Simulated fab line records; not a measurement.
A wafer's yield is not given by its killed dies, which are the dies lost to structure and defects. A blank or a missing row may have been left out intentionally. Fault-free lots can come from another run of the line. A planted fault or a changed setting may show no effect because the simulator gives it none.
Which of the tools did it? -- flow nand_harc -- 19 lots, 57 wafers sampled, at 6 steps of a route of 1302

WHAT THE GAUGES SHOWED, per wafer
The record lacks any reading of a measuring or inspecting step that a usual standard deviation could be used to judge.

WHICH TOOL RAN EACH LOT (tool, then ch and the chambers of the sampled wafers, then the start)
lot,NHARC_A_CHANNEL_HOLE_D2_DEP_01,NHARC_A_CHANNEL_HOLE_D2_ETCH_38,NHARC_A_STAIRCASE_DESCUM_168,NHARC_A_STAIRCASE_TRIM_18,NHARC_A_STAIRCASE_TRIM_22,NHARC_A_STAIRCASE_TRIM_26
L074,"pecvd-01 ch 0,1,2, day 12 21:59","rie_diel-08 ch 1,2,3, day 12 22:50","rie_diel-05 ch 2,3, day 15 08:54","rie_diel-04 ch 0,1, no start","rie_diel-05 ch 0,3, no start","rie_diel-05 ch 0,1,2, no start"
L075,"pecvd-01 ch 1,2, day 13 10:17","rie_diel-13 ch 0,2, day 13 11:18","rie_diel-10 ch 0,1,2, day 15 23:40","rie_diel-10 ch 2,3, no start","rie_diel-10 ch 0,3, no start","rie_diel-10 ch 0,2, no start"
L076,"pecvd-02 ch 0,2, day 14 01:19","rie_diel-02 ch 1,2,3, day 14 02:12","rie_diel-10 ch 1,2, day 16 11:32","rie_diel-04 ch 1,3, no start","rie_diel-04 ch 0,2,3, no start","rie_diel-04 ch 0,1, no start"
L078,"pecvd-02 ch 0,2, day 14 06:14","rie_diel-13 ch 0,1, day 14 07:07","rie_diel-10 ch 0,1,2, day 16 17:31","rie_diel-04 ch 0,2,3, no start","rie_diel-05 ch 0,1,3, no start","rie_diel-05 ch 0,2,3, no start"
L077,"pecvd-02 ch 0,1,2, day 14 22:37","rie_diel-02 ch 2,3, day 14 23:37","rie_diel-10 ch 1,2,3, day 17 07:07","rie_diel-10 ch 1,3, no start","rie_diel-04 ch 0,2, no start","rie_diel-04 ch 0,3, no start"
L080,"pecvd-03 ch 1,2, day 15 07:02","rie_diel-02 ch 0,1,2, day 15 07:52","rie_diel-04 ch 0,1,3, day 17 16:53","rie_diel-04 ch 1,3, no start","rie_diel-04 ch 2,3, no start","rie_diel-04 ch 2,3, no start"
L079,"pecvd-01 ch 0,2, day 15 07:03","rie_diel-08 ch 0,1,3, day 15 08:01","rie_diel-10 ch 1,2,3, day 17 16:55","rie_diel-05 ch 1,2,3, no start","rie_diel-04 ch 0,1,2, no start","rie_diel-04 ch 0,1,3, no start"
L082,"pecvd-01 ch 0,1,2, day 16 04:41","rie_diel-02 ch 2,3, day 16 05:40","rie_diel-04 ch 0,1,3, day 18 17:39","rie_diel-05 ch 0,1,2, no start","rie_diel-04 ch 1,2, no start","rie_diel-04 ch 0,2,3, no start"
L083,"pecvd-01 ch 1,2, day 17 04:16","rie_diel-13 ch 0,2,3, day 17 05:17","rie_diel-05 ch 1,2,3, day 19 16:34","rie_diel-05 ch 0,1,2, no start","rie_diel-05 ch 0,1,2, no start","rie_diel-05 ch 0,1,2, no start"
L086,"pecvd-01 ch 0,1,2, day 17 12:28","rie_diel-08 ch 0,1,2, day 17 13:28","rie_diel-10 ch 0,2,3, day 19 23:22","rie_diel-04 ch 0,2,3, no start","rie_diel-05 ch 0,1,2, no start","rie_diel-05 ch 1,2,3, no start"
L087,"pecvd-02 ch 0,2, day 18 23:43","rie_diel-02 ch 0,2, day 19 00:43","rie_diel-10 ch 0,2, day 21 13:29","rie_diel-10 ch 1,2,3, no start","rie_diel-10 ch 0,1,2, no start","rie_diel-10 ch 2,3, no start"
L089,"pecvd-01 ch 0, day 19 00:20","rie_diel-08 ch 0,1,3, day 19 01:25","rie_diel-05 ch 0,2, day 21 10:49","rie_diel-04 ch 0,1,3, no start","rie_diel-10 ch 0,1,3, no start","rie_diel-10 ch 0,2,3, no start"
L088,"pecvd-02 ch 0,1, day 19 01:33","rie_diel-02 ch 0,1, day 19 02:33","rie_diel-10 ch 2,3, day 21 10:35","rie_diel-04 ch 0,2, no start","rie_diel-10 ch 0,1,3, no start","rie_diel-10 ch 0,2, no start"
L091,"pecvd-01 ch 0,2, day 19 17:49","rie_diel-13 ch 0,2,3, day 19 18:58","rie_diel-04 ch 1,2, day 22 07:14","rie_diel-10 ch 0,2,3, no start","rie_diel-05 ch 0,2,3, no start","rie_diel-05 ch 0,1,3, no start"
L093,"pecvd-01 ch 0,1, day 21 01:28","rie_diel-13 ch 0,2, day 21 02:19","rie_diel-10 ch 0,1, day 23 13:22","rie_diel-05 ch 0,1, no start","rie_diel-04 ch 1,3, no start","rie_diel-04 ch 1,2,3, no start"
L092,"pecvd-02 ch 1,2, day 21 02:38","rie_diel-08 ch 0,3, day 21 03:37","rie_diel-10 ch 0,1,3, day 23 13:25","rie_diel-10 ch 0,1,3, no start","rie_diel-10 ch 0,1, no start","rie_diel-10 ch 0,3, no start"
L094,"pecvd-03 ch 0,2, day 21 16:26","rie_diel-13 ch 0,1,3, day 21 17:28","rie_diel-05 ch 2,3, day 24 00:41","rie_diel-10 ch 0,2,3, no start","rie_diel-04 ch 0,2,3, no start","rie_diel-04 ch 0,2, no start"
L096,"pecvd-02 ch 0,1, day 22 03:31","rie_diel-02 ch 2,3, day 22 04:22","rie_diel-04 ch 0,2,3, day 24 18:11","rie_diel-10 ch 0,2,3, no start","rie_diel-04 ch 0,1,3, no start","rie_diel-04 ch 2,3, no start"
L097,"pecvd-01 ch 0,1,2, day 22 18:22","rie_diel-02 ch 0,1,3, day 22 19:21","rie_diel-05 ch 0,3, day 25 05:11","rie_diel-04 ch 2,3, no start","rie_diel-04 ch 0,1,2, no start","rie_diel-04 ch 0,1,2, no start"
- NHARC_A_CHANNEL_HOLE_D2_DEP_01: deposits SiON, target thk 140 nm.
- NHARC_A_CHANNEL_HOLE_D2_ETCH_38: etches the open film in CF4, target depth 39 nm, time 65 s.
- NHARC_A_STAIRCASE_DESCUM_168: chemistry O2, time 3 s.
- NHARC_A_STAIRCASE_TRIM_18: chemistry O2, time 211.2 s.
- NHARC_A_STAIRCASE_TRIM_22: chemistry O2, time 211.2 s.
- NHARC_A_STAIRCASE_TRIM_26: chemistry O2, time 211.2 s.

WHAT THE TOOLS THEMSELVES READ (means of the sampled wafers that have a number; where no wafer has one, the mark that the record gives instead)
NHARC_A_CHANNEL_HOLE_D2_DEP_01. Usual: heater_power_w at 729 W, with a standard deviation of 67.
lot,tool,heater_power_w (W),flag
L074,pecvd-01,725,
L075,pecvd-01,716,
L076,pecvd-02,698,
L078,pecvd-02,657,
L077,pecvd-02,682,
L080,pecvd-03,668,
L079,pecvd-01,827,
L082,pecvd-01,766,
L083,pecvd-01,752,
L086,pecvd-01,755,
L087,pecvd-02,681,
L089,pecvd-01,749,
L088,pecvd-02,742,
L091,pecvd-01,701,
L093,pecvd-01,715,
L092,pecvd-02,709,
L094,pecvd-03,767,
L096,pecvd-02,789,
L097,pecvd-01,709,

NHARC_A_CHANNEL_HOLE_D2_ETCH_38. Usual: drypump_motor_current_A 5.6 A, standard deviation 0.39; mfc_ar_sccm 0.013 sccm, standard deviation 0.015; oes_product_au 1.001 a.u., standard deviation 0.013; rf_vpp_V 151.5 V, standard deviation 1.3; showerhead_plenum_p_Torr 1.78 Torr, standard deviation 0.084; throttle_valve_pct 13.284 %, standard deviation 0.009.
lot,tool,drypump_motor_current_A (A),mfc_ar_sccm (sccm),oes_product_au (a.u.),rf_vpp_V (V),showerhead_plenum_p_Torr (Torr),throttle_valve_pct (%),flag
L074,rie_diel-08,5.7,0.011,1.010,152.4,1.82,13.280,
L075,rie_diel-13,5.3,0.023,0.986,153.0,1.89,13.276,
L076,rie_diel-02,5.4,0.012,1.010,150.9,1.73,13.289,
L078,rie_diel-13,5.7,0.008,0.987,152.3,1.82,13.281,
L077,rie_diel-02,5.4,0.000,1.013,151.7,1.76,13.287,
L080,rie_diel-02,5.7,0.012,1.008,151.6,1.77,13.289,
L079,rie_diel-08,5.9,0.004,1.002,151.8,1.77,13.287,
L082,rie_diel-02,5.4,0.000,1.001,151.2,1.74,13.288,
L083,rie_diel-13,5.3,0.021,0.994,151.3,1.82,13.277,
L086,rie_diel-08,5.8,0.016,1.015,151.1,1.74,13.290,
L087,rie_diel-02,5.7,0.000,1.005,151.3,1.78,13.291,
L089,rie_diel-08,5.9,0.004,1.011,151.9,1.77,13.279,
L088,rie_diel-02,5.7,0.025,0.998,151.3,1.75,13.285,
L091,rie_diel-13,5.3,0.021,0.978,151.3,1.82,13.285,
L093,rie_diel-13,5.4,0.023,0.990,151.9,1.88,13.276,
L092,rie_diel-08,5.8,0.004,1.005,151.6,1.80,13.283,
L094,rie_diel-13,5.5,0.018,0.999,151.2,1.76,13.283,
L096,rie_diel-02,5.4,0.000,1.000,151.8,1.75,13.278,
L097,rie_diel-02,5.7,0.012,1.015,152.2,1.78,13.285,

NHARC_A_STAIRCASE_DESCUM_168. Usual: drypump_motor_current_A 5.7 A, standard deviation 0.45; mfc_ar_sccm 0.009 sccm, standard deviation 0.012; o2_flow_sccm 200.0 sccm, standard deviation 0.62; oes_product_au 1.001 a.u., standard deviation 0.015; rf_vpp_V 57.6 V, standard deviation 0.9; showerhead_plenum_p_Torr 1.88 Torr, standard deviation 0.091; throttle_valve_pct 11.311 %, standard deviation 0.0086.
lot,tool,drypump_motor_current_A (A),mfc_ar_sccm (sccm),o2_flow_sccm (sccm),oes_product_au (a.u.),rf_vpp_V (V),showerhead_plenum_p_Torr (Torr),throttle_valve_pct (%),flag
L074,rie_diel-05,5.6,0.008,200.1,1.004,58.1,2.00,11.323,
L075,rie_diel-10,5.6,0.000,199.7,0.995,57.1,1.85,11.317,
L076,rie_diel-10,5.3,0.000,199.8,0.994,57.1,1.92,11.312,
L078,rie_diel-10,5.6,0.000,199.3,0.997,58.0,1.85,11.304,
L077,rie_diel-10,5.6,0.011,199.8,0.994,57.1,1.89,11.310,
L080,rie_diel-04,6.2,0.013,199.9,0.999,57.6,1.91,11.317,
L079,rie_diel-10,5.6,0.011,200.7,0.992,58.4,1.89,11.316,
L082,rie_diel-04,6.2,0.013,199.9,1.014,57.8,1.90,11.315,
L083,rie_diel-05,5.4,0.008,200.1,1.010,58.1,1.92,11.304,
L086,rie_diel-10,5.9,0.011,199.6,1.001,57.7,1.82,11.310,
L087,rie_diel-10,6.0,0.000,199.8,1.005,56.7,1.77,11.306,
L089,rie_diel-05,5.7,0.018,199.6,1.005,58.2,1.92,11.315,
L088,rie_diel-10,5.8,0.011,200.0,1.004,56.7,1.81,11.315,
L091,rie_diel-04,6.0,0.013,200.5,1.025,56.5,1.84,11.318,
L093,rie_diel-10,5.9,0.000,200.0,0.991,58.0,1.84,11.311,
L092,rie_diel-10,5.8,0.011,200.0,0.991,58.1,1.88,11.308,
L094,rie_diel-05,5.5,0.017,200.3,1.004,56.9,1.92,11.308,
L096,rie_diel-04,5.9,0.019,200.3,0.998,57.4,1.84,11.320,
L097,rie_diel-05,5.7,0.009,200.1,1.009,57.8,1.97,11.316,

NHARC_A_STAIRCASE_TRIM_18. Usual: drypump_motor_current_A 5.8 A, standard deviation 0.49; mfc_ar_sccm 0.011 sccm, standard deviation 0.012; o2_flow_sccm 500.0 sccm, standard deviation 1.5; oes_product_au 1.001 a.u., standard deviation 0.013; rf_vpp_V 57.8 V, standard deviation 1; showerhead_plenum_p_Torr 3.46 Torr, standard deviation 0.14; throttle_valve_pct 17.037 %, standard deviation 0.0086.
lot,tool,drypump_motor_current_A (A),mfc_ar_sccm (sccm),o2_flow_sccm (sccm),oes_product_au (a.u.),rf_vpp_V (V),showerhead_plenum_p_Torr (Torr),throttle_valve_pct (%),flag
L074,rie_diel-04,5.8,0.018,500.6,1.006,57.6,3.43,17.038,
L075,rie_diel-10,5.9,0.022,500.5,0.997,57.8,3.45,17.031,
L076,rie_diel-04,6.6,0.008,500.2,1.002,57.6,3.62,17.039,
L078,rie_diel-04,5.9,0.019,499.3,1.004,56.7,3.42,17.030,
L077,rie_diel-10,5.8,0.022,498.1,0.991,58.2,3.56,17.032,
L080,rie_diel-04,6.6,0.004,499.6,1.013,59.0,3.61,17.037,
L079,rie_diel-05,5.5,0.008,501.0,1.001,57.8,3.56,17.039,
L082,rie_diel-05,5.5,0.013,500.0,1.006,57.8,3.49,17.035,
L083,rie_diel-05,5.5,0.013,499.5,1.008,58.1,3.49,17.039,
L086,rie_diel-04,5.9,0.019,500.2,1.007,57.7,3.41,17.032,
L087,rie_diel-10,5.6,0.011,501.4,1.002,58.5,3.47,17.043,
L089,rie_diel-04,6.2,0.013,500.1,0.998,58.8,3.50,17.031,
L088,rie_diel-04,5.6,0.022,499.3,1.011,57.5,3.31,17.035,
L091,rie_diel-10,5.9,0.011,499.9,1.000,56.0,3.35,17.033,
L093,rie_diel-05,5.3,0.005,499.4,1.002,57.6,3.46,17.027,
L092,rie_diel-10,5.8,0.011,501.5,0.983,58.3,3.46,17.040,
L094,rie_diel-10,5.9,0.011,500.8,0.996,56.9,3.35,17.042,
L096,rie_diel-10,5.9,0.011,501.1,0.986,57.1,3.34,17.036,
L097,rie_diel-04,6.1,0.017,499.6,0.998,57.7,3.39,17.026,

NHARC_A_STAIRCASE_TRIM_22. Usual: drypump_motor_current_A 5.9 A, standard deviation 0.48; mfc_ar_sccm 0.011 sccm, standard deviation 0.012; o2_flow_sccm 500.0 sccm, standard deviation 1.5; oes_product_au 1.001 a.u., standard deviation 0.013; rf_vpp_V 57.6 V, standard deviation 0.96; showerhead_plenum_p_Torr 3.48 Torr, standard deviation 0.15; throttle_valve_pct 17.036 %, standard deviation 0.009.
lot,tool,drypump_motor_current_A (A),mfc_ar_sccm (sccm),o2_flow_sccm (sccm),oes_product_au (a.u.),rf_vpp_V (V),showerhead_plenum_p_Torr (Torr),throttle_valve_pct (%),flag
L074,rie_diel-05,5.7,0.009,499.8,0.998,58.1,3.66,17.040,
L075,rie_diel-10,6.1,0.011,499.5,0.991,56.7,3.38,17.041,
L076,rie_diel-04,5.9,0.019,500.5,1.004,56.8,3.43,17.040,
L078,rie_diel-05,5.6,0.005,500.0,0.998,57.9,3.60,17.034,
L077,rie_diel-04,5.5,0.024,497.5,1.002,56.4,3.32,17.046,
L080,rie_diel-04,6.0,0.017,500.5,1.017,57.7,3.42,17.033,
L079,rie_diel-04,5.9,0.015,500.0,1.006,57.3,3.42,17.027,
L082,rie_diel-04,6.3,0.006,500.3,1.010,57.9,3.51,17.031,
L083,rie_diel-05,5.5,0.013,500.7,1.008,57.8,3.49,17.036,
L086,rie_diel-05,5.5,0.013,500.3,1.008,58.0,3.48,17.038,
L087,rie_diel-10,5.6,0.000,499.4,1.003,57.4,3.40,17.039,
L089,rie_diel-10,5.8,0.011,500.3,0.995,57.5,3.48,17.042,
L088,rie_diel-10,5.8,0.011,500.1,0.993,58.0,3.48,17.034,
L091,rie_diel-05,5.7,0.013,498.9,1.003,56.8,3.59,17.042,
L093,rie_diel-04,6.6,0.004,501.0,1.006,57.1,3.59,17.040,
L092,rie_diel-10,5.5,0.000,499.6,0.988,57.6,3.51,17.041,
L094,rie_diel-04,5.9,0.019,499.9,0.998,56.8,3.40,17.039,
L096,rie_diel-04,6.2,0.013,499.0,0.996,58.2,3.49,17.044,
L097,rie_diel-04,5.9,0.015,501.3,1.003,56.8,3.39,17.033,

NHARC_A_STAIRCASE_TRIM_26. Usual: drypump_motor_current_A 5.9 A, standard deviation 0.49; mfc_ar_sccm 0.011 sccm, standard deviation 0.011; o2_flow_sccm 499.8 sccm, standard deviation 1.4; oes_product_au 1.003 a.u., standard deviation 0.014; rf_vpp_V 57.5 V, standard deviation 0.9; showerhead_plenum_p_Torr 3.48 Torr, standard deviation 0.15; throttle_valve_pct 17.036 %, standard deviation 0.0088.
lot,tool,drypump_motor_current_A (A),mfc_ar_sccm (sccm),o2_flow_sccm (sccm),oes_product_au (a.u.),rf_vpp_V (V),showerhead_plenum_p_Torr (Torr),throttle_valve_pct (%),flag
L074,rie_diel-05,5.5,0.013,499.8,1.002,57.0,3.50,17.038,
L075,rie_diel-10,5.9,0.000,500.1,0.997,57.7,3.31,17.024,
L076,rie_diel-04,6.2,0.009,499.6,0.997,57.8,3.52,17.037,
L078,rie_diel-05,5.7,0.013,500.3,1.003,58.4,3.61,17.037,
L077,rie_diel-04,6.2,0.017,499.8,1.009,57.3,3.52,17.029,
L080,rie_diel-04,6.3,0.014,500.6,1.027,57.3,3.52,17.036,
L079,rie_diel-04,6.2,0.013,500.1,1.010,57.0,3.52,17.032,
L082,rie_diel-04,5.9,0.019,499.7,1.018,57.0,3.41,17.037,
L083,rie_diel-05,5.5,0.013,499.9,1.018,57.5,3.49,17.035,
L086,rie_diel-05,5.5,0.008,499.6,1.004,57.5,3.55,17.040,
L087,rie_diel-10,5.9,0.022,499.6,1.003,57.3,3.43,17.035,
L089,rie_diel-10,6.0,0.011,500.2,1.000,58.3,3.36,17.031,
L088,rie_diel-10,5.8,0.000,500.4,1.008,57.3,3.28,17.037,
L091,rie_diel-05,5.5,0.005,499.7,0.998,57.1,3.58,17.036,
L093,rie_diel-04,6.3,0.010,499.6,1.011,56.6,3.50,17.033,
L092,rie_diel-10,6.1,0.011,500.1,0.990,57.3,3.35,17.038,
L094,rie_diel-04,5.6,0.022,500.0,0.998,57.8,3.30,17.034,
L096,rie_diel-04,6.0,0.017,499.8,0.995,57.5,3.40,17.039,
L097,rie_diel-04,5.9,0.015,499.3,0.996,58.0,3.39,17.038,

THE ANSWER, worked out from the rows above alone
Rule: lot off if the mean of its wafers having a number is beyond 3 standard deviations from the usual mean. Also off: a lot with no number at a reading for which 4 or more lots have one. All remaining lots with rows at the step are treated as sound. First the gauges in route order, then the tools' own readings, where a lot's mean is used as printed above. The first step at which some lot is off is used, and at that step the reading that is off furthest; a lot without a number counts as furthest.
None of the lots is off at any reading shown; this tells nothing.

WHAT THE SIMULATOR PUT IN
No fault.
